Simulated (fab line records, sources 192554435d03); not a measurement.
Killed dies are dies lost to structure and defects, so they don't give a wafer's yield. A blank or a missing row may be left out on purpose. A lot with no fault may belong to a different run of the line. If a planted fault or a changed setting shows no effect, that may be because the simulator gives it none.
Lot-split experiment :: flow n5_finfet :: 21 wafers read across 7 lots, on a route 1938 steps long

## SPLIT DETAILS
At N5_BEOL_M9_EXPOSE_08 (exposes mask M9), the setting dose_mj was moved away from the recipe's 53.75 on 4 of the 21 wafers read, by -5.3% to +5.3%. For the rest of the wafers, this setting stayed at what the recipe calls for.

## FROM THE SPLIT TO THE READING: what the file shows between them, 12 steps
- N5_BEOL_M9_PEB_09: peb time 60 s
- N5_BEOL_M9_DEVELOP_10: develop time 30 s
- N5_BEOL_M9_CD_MEAS_11: target cd 64.1 nm
- N5_BEOL_M9_DESCUM_16: chemistry O2, time 7.9 s
- N5_BEOL_M9_ETCH_61: etches SiARC in CF4, target depth 39 nm, time 65 s
- N5_BEOL_M9_ETCH_62: etches SOC in N2/H2, target depth 110 nm, overetch 22 nm, time 165 s
- N5_BEOL_M9_STRIP_19: strips in O2 (also split here: power_w)
- N5_BEOL_M9_CD_MEAS_18: pitch 140 nm, target cd 70 nm
- N5_BEOL_M9_COAT_63: time 60 s, resist thk 60 nm
- N5_BEOL_M9_COAT_64: time 60 s, resist thk 12 nm
- N5_BEOL_M9_PRECLEAN_42: cleans in residue remover, time 60 s
- N5_BEOL_M9_SRD_43: time 30 s

## THE READING
cd_nm, in nm, at N5_BEOL_M9_CD_MEAS_35 (target cd 70 nm, target cd y 40 nm). A value of 70.1 nm with a standard deviation of 0.52 nm is what fault-free wafers of this fab line usually give.

wafer: L074.1
tool, chamber at the split: arfi_scanner-03, 0
dose_mj as run: 56.62
against the recipe: +5.3%
cd_nm, nm: 73.1
against lot-mates on the recipe: +2.9

wafer: L074.2
tool, chamber at the split: arfi_scanner-03, 0
dose_mj as run: 56.62
against the recipe: +5.3%
cd_nm, nm: 72.7
against lot-mates on the recipe: +2.5

wafer: L074.6
tool, chamber at the split: arfi_scanner-03, 0
dose_mj as run: 53.75
against the recipe: recipe
cd_nm, nm: 70.2
against lot-mates on the recipe: -

wafer: L076.1
tool, chamber at the split: arfi_scanner-01, 0
dose_mj as run: 53.75
against the recipe: recipe
cd_nm, nm: 70.0
against lot-mates on the recipe: -

wafer: L076.2
tool, chamber at the split: arfi_scanner-01, 0
dose_mj as run: 53.75
against the recipe: recipe
cd_nm, nm: 70.3
against lot-mates on the recipe: -

wafer: L076.3
tool, chamber at the split: arfi_scanner-01, 0
dose_mj as run: 53.75
against the recipe: recipe
cd_nm, nm: 70.4
against lot-mates on the recipe: -

wafer: L082.1
tool, chamber at the split: arfi_scanner-02, 0
dose_mj as run: 53.75
against the recipe: recipe
cd_nm, nm: 69.7
against lot-mates on the recipe: -

wafer: L082.4
tool, chamber at the split: arfi_scanner-02, 0
dose_mj as run: 53.75
against the recipe: recipe
cd_nm, nm: 70.3
against lot-mates on the recipe: -

wafer: L082.6
tool, chamber at the split: arfi_scanner-02, 0
dose_mj as run: 53.75
against the recipe: recipe
cd_nm, nm: 70.2
against lot-mates on the recipe: -

wafer: L087.4
tool, chamber at the split: arfi_scanner-01, 0
dose_mj as run: 53.75
against the recipe: recipe
cd_nm, nm: 69.4
against lot-mates on the recipe: -

wafer: L087.5
tool, chamber at the split: arfi_scanner-01, 0
dose_mj as run: 53.75
against the recipe: recipe
cd_nm, nm: 69.5
against lot-mates on the recipe: -

wafer: L087.6
tool, chamber at the split: arfi_scanner-01, 0
dose_mj as run: 55.41
against the recipe: +3.1%
cd_nm, nm: 71.2
against lot-mates on the recipe: +1.8

wafer: L089.1
tool, chamber at the split: arfi_scanner-02, 0
dose_mj as run: 53.75
against the recipe: recipe
cd_nm, nm: 70.5
against lot-mates on the recipe: -

wafer: L089.2
tool, chamber at the split: arfi_scanner-02, 0
dose_mj as run: 53.75
against the recipe: recipe
cd_nm, nm: 70.3
against lot-mates on the recipe: -

wafer: L089.4
tool, chamber at the split: arfi_scanner-02, 0
dose_mj as run: 53.75
against the recipe: recipe
cd_nm, nm: 69.9
against lot-mates on the recipe: -

wafer: L094.1
tool, chamber at the split: arfi_scanner-01, 0
dose_mj as run: 53.75
against the recipe: recipe
cd_nm, nm: 70.3
against lot-mates on the recipe: -

wafer: L094.3
tool, chamber at the split: arfi_scanner-01, 0
dose_mj as run: 53.75
against the recipe: recipe
cd_nm, nm: 70.3
against lot-mates on the recipe: -

wafer: L094.5
tool, chamber at the split: arfi_scanner-01, 0
dose_mj as run: 50.91
against the recipe: -5.3%
cd_nm, nm: 67.6
against lot-mates on the recipe: -2.7

wafer: L095.2
tool, chamber at the split: arfi_scanner-01, 0
dose_mj as run: 53.75
against the recipe: recipe
cd_nm, nm: 70.7
against lot-mates on the recipe: -

wafer: L095.4
tool, chamber at the split: arfi_scanner-01, 0
dose_mj as run: 53.75
against the recipe: recipe
cd_nm, nm: 71.1
against lot-mates on the recipe: -

wafer: L095.6
tool, chamber at the split: arfi_scanner-01, 0
dose_mj as run: 53.75
against the recipe: recipe
cd_nm, nm: 70.5
against lot-mates on the recipe: -

FIT RESULTS
A straight line over all 21 wafers: cd_nm changes by +0.484 nm for each +1% of dose_mj; r = +0.93; the points scatter about the line by 0.41 nm.
The same after taking each lot's own level away (the mean of its wafers on the recipe; 21 wafers): +0.513 nm for each +1%; r = +0.98; scatter 0.2 nm.
According to that fit, moving dose_mj by its largest amount changes the reading by 2.7 nm.
The lots' own levels span 69.45 to 70.77 nm, that is 2.5 times the standard deviation above.
So the lot-to-lot level changes the slope little: the two slopes agree.
Check: for one of the wafers moved furthest among these (+5.3%), held out of the fit, the line's prediction against its lot-mates is +2.67 nm. It came out at +2.9 nm against them.

## THE OTHER SPLITS THESE WAFERS WENT THROUGH
Before the reading, these wafers also passed through other splits. Each is held against what the fit with the lots' levels taken away leaves over:
other split on the same wafers: N5_BEOL_M7_ILD_DEP_00 time_s
wafers away from the commonest value: 6
r with cd_nm (lot level and that fit taken away): -0.02

other split on the same wafers: N5_BEOL_M7_PECVD_70 temp_c
wafers away from the commonest value: 8
r with cd_nm (lot level and that fit taken away): -0.09

other split on the same wafers: N5_BEOL_M7_TRENCH_ETCH_37 source_w
wafers away from the commonest value: 9
r with cd_nm (lot level and that fit taken away): +0.10

other split on the same wafers: N5_BEOL_M7_ETCH_41 bias_w
wafers away from the commonest value: 8
r with cd_nm (lot level and that fit taken away): +0.12

other split on the same wafers: N5_BEOL_M8_DESCUM_33 time_s
wafers away from the commonest value: 6
r with cd_nm (lot level and that fit taken away): -0.09

other split on the same wafers: N5_BEOL_M9_STRIP_19 power_w
wafers away from the commonest value: 7
r with cd_nm (lot level and that fit taken away): +0.22

## THE WHOLE CHAIN: every reading that the file lists as answering this split, in the file's order
step: N5_BEOL_M9_CD_MEAS_11
what it does: target cd 64.1 nm
reading: cd_nm
change (the file's fit): +0.48 nm for each +1% of the setting
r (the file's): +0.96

step: N5_BEOL_M9_ETCH_61
what it does: etches SiARC in CF4, target depth 39 nm, time 65 s
reading: BEOL_M9.cd_offset_nm (the simulator's own value, which no gauge read)
change (the file's fit): +0.491 nm for each +1% of the setting
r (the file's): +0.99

step: N5_BEOL_M9_ETCH_62
what it does: etches SOC in N2/H2, target depth 110 nm, overetch 22 nm, time 165 s
reading: BEOL_M9.cd_offset_nm (the simulator's own value, which no gauge read)
change (the file's fit): +0.478 nm for each +1% of the setting
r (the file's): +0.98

step: N5_BEOL_M9_CD_MEAS_18
what it does: pitch 140 nm, target cd 70 nm
reading: cd_nm
change (the file's fit): +0.467 nm for each +1% of the setting
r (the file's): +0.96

step: N5_BEOL_M9_CD_MEAS_35
what it does: target cd 70 nm, target cd y 40 nm
reading: cd_nm
change (the file's fit): +0.518 nm for each +1% of the setting
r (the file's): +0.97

## THE FILE'S OWN FIT
cd_nm changes by +0.518 nm for each +1% of dose_mj, r = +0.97.
